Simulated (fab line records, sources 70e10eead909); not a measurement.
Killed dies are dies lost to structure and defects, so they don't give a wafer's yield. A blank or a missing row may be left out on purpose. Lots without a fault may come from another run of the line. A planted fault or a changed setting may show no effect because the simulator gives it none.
Chamber matching | flow nand_harc | NHARC_A_CHANNEL_FILL_D1_CMP_10 on cmp-04: 4 sister chambers
The step polishes, target thk 150 nm. 4 wafers are shown with their chamber, then 10 later ones without.

WAFERS WITH THEIR CHAMBER
wafer  | chamber | motor_current_A (A)
L082.1 | 1       | 12.5
L085.2 | 3       | 13.2
L092.3 | 0       | 10.9
L092.4 | 2       | 11.2

WAFERS WITHOUT THEIR CHAMBER
wafer  | motor_current_A (A)
L092.6 | 10.8
L095.1 | 11.0
L095.5 | 12.1
L095.6 | 11.5
L097.1 | 13.0
L097.3 | 11.0
L097.6 | 13.1
L096.1 | 11.4
L096.2 | 12.5
L096.4 | 10.9

WHICH CHAMBER EACH WENT THROUGH
wafer  | from the rows above     | in truth
L092.6 | can't be placed: 0 or 2 | 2
L095.1 | can't be placed: 0 or 2 | 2
L095.5 | 1                       | 1
L095.6 | can't be placed: 2 or 0 | 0
L097.1 | can't be placed: 3 or 1 | 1
L097.3 | can't be placed: 0 or 2 | 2
L097.6 | 3                       | 3
L096.1 | can't be placed: 2 or 0 | 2
L096.2 | 1                       | 1
L096.4 | can't be placed: 0 or 2 | 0
Placed correctly: 3 of 10. Can't be placed from these rows: 7 (the true chamber is among the candidates in 7). Placed wrongly: 0.
How it was worked out, from the rows above alone: a wafer's distance from a chamber is the root of the sum, over the readings, of the square of ((its reading less the chamber's mean) divided by the reading's scatter). The wafer belongs to the nearest chamber; if the next one is less than 2 further off, it can't be placed. A chamber's mean is the mean of its shown wafers. The scatter: with one shown wafer a chamber, the root of the mean of the squares of how far each hidden wafer lies from its nearest shown one.
